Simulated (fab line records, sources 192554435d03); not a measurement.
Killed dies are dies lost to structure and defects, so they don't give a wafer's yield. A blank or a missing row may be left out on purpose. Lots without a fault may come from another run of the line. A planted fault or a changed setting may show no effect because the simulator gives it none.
fab line records | flow n5_finfet
record lots=9 wafers=26 last_day=17
route steps=1938 shown BEOL_M4@1111 BEOL_M11@1570 BEOL_M12@1603 PASSIVATION@1936
lots that met no fault: from a run of the same line without faults
start_h: hours from the record's first day to the start of the lot's first wafer shown | wait_h: hours since the lot's step before | " the same as in the row above | L1.1+2: a row that stands for several wafers | - no value, or no start given | * or withheld: withheld | < > ~ a bound
route shown NAME@n: a module of which the file shows steps, and the number in the route of the first | usual: mean/standard deviation of fault-free wafers | same: alike in all rows | chamber/n: place in a boat | sites: the reading at each site | _std_site: their standard deviation | _edge_site: outer sites' mean less inner sites' | radius_mm: how far each site lies from the wafer's centre | mask NAME#n: copy n | behind: the tool/chamber that last shaped the wafer | hold: why the lot was held/for how many hours/how that ended | device: the transistor (n, p or np) that didn't switch | end of line: the same wafers' tests at the end of the route | a step without rows: its recipe alone | killed: dies lost to structure and defects at the first sort, not the wafer's yield | map: a wafer's dies, x killed, . not, _ none there
set.NAME: the setting as run; set.NAME@STEP: as run at that earlier step | model.NAME: the simulator's own value behind a step, which no gauge read
steps of the route over a sample of lots; a table a step, a row a wafer
services: from which hour (start_h, from the record's first day; less than 0 if before it) a tool's chamber was out of use, for how many hours, and why
## steps
# step N5_BEOL_M4_RC_MEAS_101
# usual DIBL_N=36.3/1.2 DIBL_P=36.1/1.6 IOFF_N=0.161/0.023 IOFF_P=0.209/0.027 ION_N=676/8.9 ION_P=462/5.3 SS_N=71.5/0.51 SS_P=73.2/0.5 VT_N=249.1/2.5 VT_P=-249.9/2.8
# columns lot.wafer tool chamber start_h wait_h DIBL_N[mV/V] DIBL_P[mV/V] IOFF_N[nA/um] IOFF_P[nA/um] ION_N[uA/um] ION_P[uA/um] SS_N[mV/dec] SS_P[mV/dec] VT_N[mV] VT_P[mV]
L327.3 prober-02 0 156.33 0.3 36.5 36.8 0.164 0.203 671 460 71.8 72.7 246.1 -251.8
L327.4 " 0 " " 35.7 35.0 0.142 0.183 672 457 70.8 73.3 247.2 -253.2
L327.5 " 0 " " 34.8 33.1 0.129 0.157 667 451 71.7 73.5 250.9 -255.5
L328.2 prober-01 0 176.29 0.2 36.1 35.6 0.155 0.203 683 462 71.5 72.9 248.2 -249.9
L328.3 " 0 " " 35.8 36.2 0.145 0.211 671 461 70.9 72.7 248.5 -250.4
L328.5 " 0 " " 37.7 38.1 0.185 0.249 689 471 71.6 73.9 246.0 -247.5
L331.3 prober-02 0 185.41 0.3 35.5 34.7 0.126 0.169 658 450 70.6 72.4 250.9 -255.3
L331.4 " 0 " " 34.8 33.8 0.121 0.164 664 457 69.9 72.7 252.8 -255.6
L331.5 " 0 " " 36.0 35.1 0.137 0.182 672 459 70.4 72.3 252.8 -254.5
L340.3 prober-02 0 241.71 0.3 38.5 37.1 0.182 0.229 678 466 72.4 73.8 249.7 -249.3
L340.4 " 0 " " 38.4 37.0 0.186 0.229 671 459 72.5 73.3 249.1 -247.8
L339.4 prober-02 0 246.78 0.5 36.9 36.3 0.165 0.255 678 471 71.0 72.7 247.4 -244.3
L339.5 " 0 " " 35.8 35.2 0.153 0.231 678 470 71.1 72.7 244.7 -244.4
L339.6 " 0 " " 36.5 35.7 0.152 0.236 671 467 71.5 73.2 248.8 -244.2
L344.1 prober-02 0 268.69 0.0 37.3 39.7 0.196 0.241 692 468 71.8 73.2 245.1 -249.5
L344.3 " 0 " " 37.7 39.0 0.200 0.229 687 466 72.1 74.0 247.1 -250.1
L344.6 " 0 " " 35.5 36.3 0.151 0.188 678 464 71.4 73.0 249.1 -253.0
L345.3 prober-02 0 275.00 0.3 38.6 37.3 0.201 0.248 679 465 72.6 73.9 247.0 -248.7
L345.5 " 0 " " 36.7 34.8 0.159 0.206 669 455 71.6 73.2 250.7 -250.7
L345.6 " 0 " " 37.9 36.1 0.188 0.235 688 474 71.8 73.5 248.7 -246.2
L346.2 prober-01 0 278.76 0.2 36.1 35.0 0.166 0.211 678 459 71.1 72.2 248.8 -248.8
L346.4 " 0 " " 35.7 34.4 0.149 0.200 675 460 71.5 72.8 249.9 -248.3
L346.6 " 0 " " 36.0 35.0 0.155 0.201 680 468 71.2 72.9 250.0 -248.5
L350.2 prober-01 0 310.37 0.2 37.1 36.4 0.166 0.217 679 465 71.8 73.3 250.1 -246.2
L350.3 " 0 " " 36.0 35.6 0.143 0.202 674 463 71.9 73.1 250.6 -248.4
L350.5 " 0 " " 35.0 34.3 0.132 0.178 662 457 71.6 73.4 251.1 -248.6
# step N5_BEOL_M11_INSPECT_30
# recipe mode=adi inspect_instrument=brightfield
# usual raw_defect_count=385/67
# columns lot.wafer tool chamber start_h wait_h raw_defect_count
L327.3 defect_inspect-01 - 213.07 0.0 349
L327.4 " - " " 287
L327.5 " - " " 298
L328.2 defect_inspect-02 - 231.72 0.0 316
L328.3 " - " " 394
L328.5 " - " " 383
L331.3 defect_inspect-01 - 235.87 0.0 396
L331.4 " - " " 568
L331.5 " - " " 341
L340.3 defect_inspect-01 - 299.83 0.0 377
L340.4 " - " " 370
L339.4 defect_inspect-01 - 304.47 0.0 498
L339.5 " - " " 330
L339.6 " - " " 349
L344.1 defect_inspect-02 - 327.51 0.0 427
L344.3 " - " " 479
L344.6 " - " " 447
L345.3 defect_inspect-01 - 330.86 0.0 352
L345.5 " - " " 332
L345.6 " - " " 344
L346.2 defect_inspect-01 - 338.01 0.0 266
L346.4 " - " " 373
L346.6 " - " " 417
L350.2 defect_inspect-01 - 368.61 0.0 424
L350.3 " - " " 459
L350.5 " - " " 374
# step N5_BEOL_M11_PRE_CLEAN_45
# recipe gas=H2/He time_s=30 temp_c=250
# usual heater_power_w=324/39
# columns lot.wafer tool chamber start_h wait_h heater_power_w
L327.3 pvd_sputter-03 - 216.28 0.0 332
L327.4 " - " " 293
L327.5 " - " " 335
L328.2 pvd_sputter-02 - 233.45 0.0 318
L328.3 " - " " 243
L328.5 " - " " 324
L331.3 pvd_sputter-02 - 237.28 0.0 323
L331.4 " - " " 314
L331.5 " - " " 242
L340.3 pvd_sputter-01 - 301.25 0.0 394
L340.4 " - " " 326
L339.4 pvd_sputter-02 - 305.97 0.0 323
L339.5 " - " " 309
L339.6 " - " " 332
L344.1 pvd_sputter-01 - 329.37 0.0 319
L344.3 " - " " 396
L344.6 " - " " 327
L345.3 pvd_sputter-02 - 332.86 0.0 316
L345.5 " - " " 324
L345.6 " - " " 241
L346.2 pvd_sputter-01 - 339.97 0.0 317
L346.4 " - " " 365
L346.6 " - " " 392
L350.2 pvd_sputter-01 - 369.83 0.0 323
L350.3 " - " " 400
L350.5 " - " " 397
# step N5_BEOL_M11_CMP_52
# recipe stop_on=SiCOH_lowk t_overpolish_s=7 down_force_psi=1 platen_rpm=50 clearing_platen_down_force_psi=1.5 clearing_platen_rpm=50 post_cmp_clean=cu_alkaline target_thk_nm=140 clearing_platen_pad_velocity_m_s=0.99484 pad_velocity_m_s=0.99484
# usual barrier_field_endpoint_s=29.2/0.7 head_pressure_psi=1.0000/0.0021 motor_current_A=6.1/0.44 overpolish_run_s=7.001/0.009 time_to_endpoint_s=67.4/2.6
# columns lot.wafer tool chamber start_h wait_h barrier_field_endpoint_s head_pressure_psi motor_current_A overpolish_run_s time_to_endpoint_s
L327.3 cmp-03 0 217.63 0.2 29.4 0.9964 6.1 7.012 69.0
L327.4 " 1 " " 29.7 0.9989 6.0 7.017 66.4
L327.5 " 2 " " 30.2 0.9985 5.9 6.988 69.1
L328.3 cmp-03 1 237.09 0.2 29.3 0.9997 6.2 6.990 69.2
L328.2 " 0 " " 30.1 1.0011 6.2 6.981 72.0
L328.5 " 2 " " 30.4 1.0002 6.1 6.998 70.2
L331.4 cmp-02 2 239.32 0.1 29.8 0.9996 5.2 7.006 67.9
L331.3 " 0 " " 30.7 1.0004 6.6 7.001 67.4
L331.5 " 3 " " 30.6 0.9994 6.0 6.999 67.3
L340.3 cmp-03 0 302.53 0.2 29.1 0.9973 6.2 6.990 68.8
L340.4 " 1 " " 46.9 1.0003 6.0 0.044 85.2
L339.4 cmp-03 0 307.86 0.2 46.9 0.9995 6.2 0.042 85.8
L339.5 " 2 " " 29.4 0.9972 6.2 6.991 64.7
L339.6 " 3 " " 29.9 1.0023 6.5 7.003 64.7
L344.1 cmp-04 2 331.60 0.3 28.7 1.0001 6.2 6.999 63.9
L344.3 " 3 " " 28.8 1.0001 6.7 6.994 65.4
L344.6 " 3 " " 29.5 0.9990 6.2 7.016 67.1
L345.3 cmp-02 0 335.45 0.3 29.3 1.0017 6.6 7.017 71.4
L345.5 " 2 " " 29.7 1.0022 5.5 7.011 69.2
L345.6 " 3 " " 28.9 1.0019 6.6 7.012 65.4
L346.2 cmp-04 1 342.61 0.3 28.4 1.0048 5.8 6.994 66.0
L346.4 " 2 " " 28.3 0.9995 6.5 7.009 68.4
L346.6 " 3 " " 29.4 0.9988 6.2 6.993 69.8
L350.2 cmp-02 0 372.42 0.4 28.7 1.0016 6.7 7.010 63.5
L350.3 " 3 " " 27.6 1.0023 6.4 6.997 65.7
L350.5 " 0 " " 28.6 1.0032 6.3 7.009 65.3
# step N5_BEOL_M11_THK_MEAS_53
# recipe thk_meas_gauge=xrf reads=Cu_of_BEOL_M11_ECD_50
# usual M11_THK=139.8/2.7
# columns lot.wafer tool chamber start_h wait_h M11_THK[nm]
L327.3 film_metro-02 - 217.85 - 140.2
L327.4 " - " " 138.8
L327.5 " - " " 142.6
L328.2 film_metro-02 - 237.39 - 139.9
L328.3 " - " " 138.2
L328.5 " - " " 139.0
L331.3 film_metro-02 - 239.62 - 143.1
L331.4 " - " " 139.2
L331.5 " - " " 137.4
L340.3 film_metro-01 - 302.82 - 138.9
L340.4 " - " " 256.5
L339.4 film_metro-02 - 308.08 - 245.7
L339.5 " - " " 146.3
L339.6 " - " " 141.9
L344.1 film_metro-02 - 331.89 - 134.7
L344.3 " - " " 143.8
L344.6 " - " " 139.6
L345.3 film_metro-01 - 335.67 - 138.8
L345.5 " - " " 142.2
L345.6 " - " " 135.8
L346.2 film_metro-02 - 342.83 - 140.7
L346.4 " - " " 135.0
L346.6 " - " " 135.8
L350.2 film_metro-02 - 372.72 - 139.1
L350.3 " - " " 140.4
L350.5 " - " " 137.9
# step N5_BEOL_M11_INSPECT_58
# recipe inspect_instrument=darkfield mode=post_dep
# usual raw_defect_count=68/19
# columns lot.wafer tool chamber start_h wait_h raw_defect_count
L327.3 defect_inspect-01 - 218.00 0.0 43
L327.4 " - " " 49
L327.5 " - " " 60
L328.2 defect_inspect-01 - 237.57 0.0 72
L328.3 " - " " 73
L328.5 " - " " 41
L331.3 defect_inspect-01 - 239.77 0.0 94
L331.4 " - " " 108
L331.5 " - " " 100
L340.3 defect_inspect-01 - 302.97 0.0 57
L340.4 " - " " 1078
L339.4 defect_inspect-01 - 308.23 0.0 1050
L339.5 " - " " 31
L339.6 " - " " 72
L344.1 defect_inspect-02 - 332.04 0.0 83
L344.3 " - " " 51
L344.6 " - " " 76
L345.3 defect_inspect-01 - 335.82 0.0 39
L345.5 " - " " 79
L345.6 " - " " 88
L346.2 defect_inspect-01 - 342.98 0.0 76
L346.4 " - " " 52
L346.6 " - " " 51
L350.2 defect_inspect-01 - 372.87 0.0 55
L350.3 " - " " 92
L350.5 " - " " 62
# step N5_BEOL_M12_THK_MEAS_01
# recipe reads=SiOC_of_BEOL_M12_ILD_DEP_00
# usual M12_ILD_THK=657/7.7
# columns lot.wafer tool chamber start_h wait_h M12_ILD_THK[nm]
L327.3 film_metro-01 - 218.17 0.1 655
L327.4 " - " " 673
L327.5 " - " " 661
L328.2 film_metro-02 - 237.74 0.1 645
L328.3 " - " " 651
L328.5 " - " " 653
L331.3 film_metro-01 - 239.98 0.1 663
L331.4 " - " " 664
L331.5 " - " " 666
L340.3 film_metro-01 - 303.14 0.1 648
L339.5 film_metro-02 - 308.40 0.0 667
L339.6 " - " " 664
L344.1 film_metro-02 - 332.21 0.1 660
L344.3 " - " " 655
L344.6 " - " " 669
L345.3 film_metro-01 - 335.99 0.1 659
L345.5 " - " " 662
L345.6 " - " " 665
L346.2 film_metro-02 - 343.20 0.1 650
L346.4 " - " " 663
L346.6 " - " " 664
L350.2 film_metro-02 - 373.04 0.1 655
L350.3 " - " " 651
L350.5 " - " " 663
# step N5_PASSIVATION_PROBE_49
# usual defect_limited_yield=91.3/1.5 killed_at_M0_to_M3=35/10 killed_at_M4_up=13/5.3 killed_at_contacts=12/5.7 killed_at_front_end=39/11 killed_at_other=3.3/2.7 killed_dies=102/18 killed_on_rim=13/4 killed_open=67/13 killed_short=34/7.8 sort_bin_5_function=5.1/1 sort_bin_6_memory=3.3/0.68 sort_n_pass=1078/18 sort_yield_pct=91.3/1.5
# same gross_dies=1180 killed_at_back_side=0 sort_bin_4_leakage[%]=0 sort_bin_8_speed[%]=0
# columns lot.wafer tool chamber start_h wait_h defect_limited_yield[%] killed_at_M0_to_M3 killed_at_M4_up killed_at_contacts killed_at_front_end killed_at_other killed_dies killed_on_rim killed_open killed_short sort_bin_5_function[%] sort_bin_6_memory[%] sort_n_pass sort_yield_pct[%]
L327.3 prober-01 - 254.81 0.1 92.3 33 7 7 42 2 91 9 55 34 4.4 3.1 1089 92.3
L327.4 prober-01 - 254.86 0.2 91.2 39 11 16 38 0 104 12 73 31 5.6 3.1 1076 91.2
L327.5 prober-01 - 254.91 0.2 92.7 29 9 3 45 0 86 10 52 33 3.6 3.2 1094 92.7
L340.3 prober-02 - 341.74 0.8 88.4 37 31 11 55 3 137 20 85 49 7.3 4.0 1043 88.4
L340.4 prober-02 - 341.79 0.8 0 43 1075 16 44 2 1180 152 81 40 5.9 3.8 0 0
L339.4 prober-02 - 352.42 0.2 0 37 1105 9 23 6 1180 152 54 31 4.2 2.6 0 0
L339.5 prober-02 - 352.47 0.2 92.9 27 12 15 25 5 84 9 58 25 3.5 3.5 1096 92.9
L339.6 prober-02 - 352.52 0.3 94.1 18 9 6 35 2 70 3 44 26 3.2 2.6 1110 94.1
# killed by level:class
L327.3 BEOL_M0_SAQP:geometric_particle:short=12 FIN_SAQP:geometric_particle:short=10 DUMMY_GATE:geometric_particle:open=9 STI_FIN_REVEAL:geometric_particle:open=7 MOL_CONTACT_COAG:geometric_particle:open=6 FIN_SAQP:geometric_particle:open=5 BEOL_M0_SAQP:geometric_particle:open=5 BEOL_M2:geometric_particle:open=5
L327.4 MOL_CONTACT_COAG:geometric_particle:open=15 BEOL_M0_SAQP:geometric_particle:open=15 STI_FIN_REVEAL:geometric_particle:open=12 BEOL_M2:geometric_particle:open=11 BEOL_M0_SAQP:geometric_particle:short=8 DUMMY_GATE:geometric_particle:open=6 FIN_SAQP:geometric_particle:open=4 DUMMY_GATE:geometric_particle:short=4
L327.5 BEOL_M2:geometric_particle:open=17 FIN_SAQP:geometric_particle:short=11 STI_FIN_REVEAL:geometric_particle:open=8 FIN_SAQP:geometric_particle:open=7 BEOL_M0_SAQP:geometric_particle:short=7 BEOL_M4:geometric_particle:open=4 GATE_CUT:geometric_particle:short=3 MOL_CONTACT_COAG:geometric_particle:open=3
L340.3 STI_FIN_REVEAL:geometric_particle:open=17 BEOL_M4:geometric_particle:open=14 BEOL_M0_SAQP:geometric_particle:short=13 BEOL_M0_SAQP:geometric_particle:open=10 MOL_CONTACT_COAG:geometric_particle:open=7 BEOL_M4:geometric_particle:short=7 STI_FIN_REVEAL:geometric_particle:short=6 FIN_SAQP:geometric_particle:open=5
L340.4 BEOL_M11:area_cmp=1058 MOL_CONTACT_COAG:geometric_particle:open=13 FIN_SAQP:geometric_particle:open=11 FIN_SAQP:geometric_particle:short=10 BEOL_M3:geometric_particle:open=10 BEOL_M4:geometric_particle:open=10 STI_FIN_REVEAL:geometric_particle:open=8 BEOL_M0_SAQP:geometric_particle:open=6
L339.4 BEOL_M11:area_cmp=1095 BEOL_M0_SAQP:geometric_particle:short=10 BEOL_M2:geometric_particle:open=10 BEOL_M0_SAQP:geometric_particle:open=6 MOL_CONTACT_COAG:geometric_particle:open=5 FIN_SAQP:geometric_particle:open=4 STI_FIN_REVEAL:geometric_particle:open=4 GATE_CUT:geometric_particle:short=4
L339.5 MOL_CONTACT_COAG:geometric_particle:open=11 BEOL_M2:geometric_particle:open=9 BEOL_M0_SAQP:geometric_particle:open=7 STI_FIN_REVEAL:geometric_particle:open=5 DUMMY_GATE:geometric_particle:open=5 BEOL_M4:geometric_particle:open=5 GATE_CUT:geometric_particle:short=5 BEOL_M0_SAQP:geometric_particle:short=5
L339.6 FIN_SAQP:geometric_particle:open=9 FIN_SAQP:geometric_particle:short=6 STARTING-WAFER:geometric_particle:short=5 BEOL_M1:geometric_particle:open=5 MOL_CONTACT_COAG:geometric_particle:open=4 BEOL_M4:geometric_particle:open=4 GATE_CUT:geometric_particle:short=3 GATE_CUT:geometric_particle:open=3
## services
# columns tool chamber start_h hours kind
cmp-03 - 195.42 1.8 repair
cmp-04 - 209.28 0.9 repair
cmp-02 - 227.66 5.5 pm
cmp-03 - 238.32 4.0 pm
cmp-03 - 242.32 - consumable_replace:conditioner
cmp-03 - 242.32 - consumable_replace:pad
cmp-04 - 260.31 1.5 repair
cmp-04 - 305.17 4.0 pm
cmp-03 - 305.80 0.5 repair
cmp-04 - 309.17 - consumable_replace:conditioner
cmp-04 - 309.17 - consumable_replace:pad
cmp-02 - 326.03 4.7 repair
cmp-02 - 333.06 0.6 repair
pvd_sputter-03 - 335.59 1.7 repair
cmp-04 - 369.55 4.7 pm
## key
first_sign step=N5_BEOL_M11_CMP_52 reading=overpolish_run_s direction=down sigmas=99+ usual=7.001 struck=0.043
effect step=N5_BEOL_M11_CMP_52 reading=barrier_field_endpoint_s direction=up sigmas=25 usual=29.2 struck=46.9
effect step=N5_BEOL_M11_THK_MEAS_53 reading=M11_THK direction=up sigmas=41 usual=139.8 struck=251.1
effect step=N5_BEOL_M11_INSPECT_58 reading=raw_defect_count direction=up sigmas=53 usual=68 struck=1064
effect step=N5_PASSIVATION_PROBE_49 reading=killed_at_M4_up direction=up sigmas=99+ usual=13 struck=1090
more_kills_born_at N5_BEOL_M11_CMP_52@cmp-03=2153
met_at N5_BEOL_M11_CMP_52
struck_lots L339,L340
struck_wafers L339.4,L340.4
later_rows_left_out L339.4,L340.4
not_acting_at N5_BEOL_M11_INSPECT_30,N5_BEOL_M11_PRE_CLEAN_45,N5_BEOL_M12_THK_MEAS_01
onset_between 237.09 302.53
fault kind=process_parameter_drift tool=cmp-03 chamber=- onset_h=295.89 steps=N5_BEOL_M11_CMP_52 channel=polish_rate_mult offset=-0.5 shape=step end_h=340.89 scope=struck_wafers_only
# later_rows_left_out: the simulator's readings of these wafers behind a module that went badly wrong aren't trusted and aren't shown, but for the sort
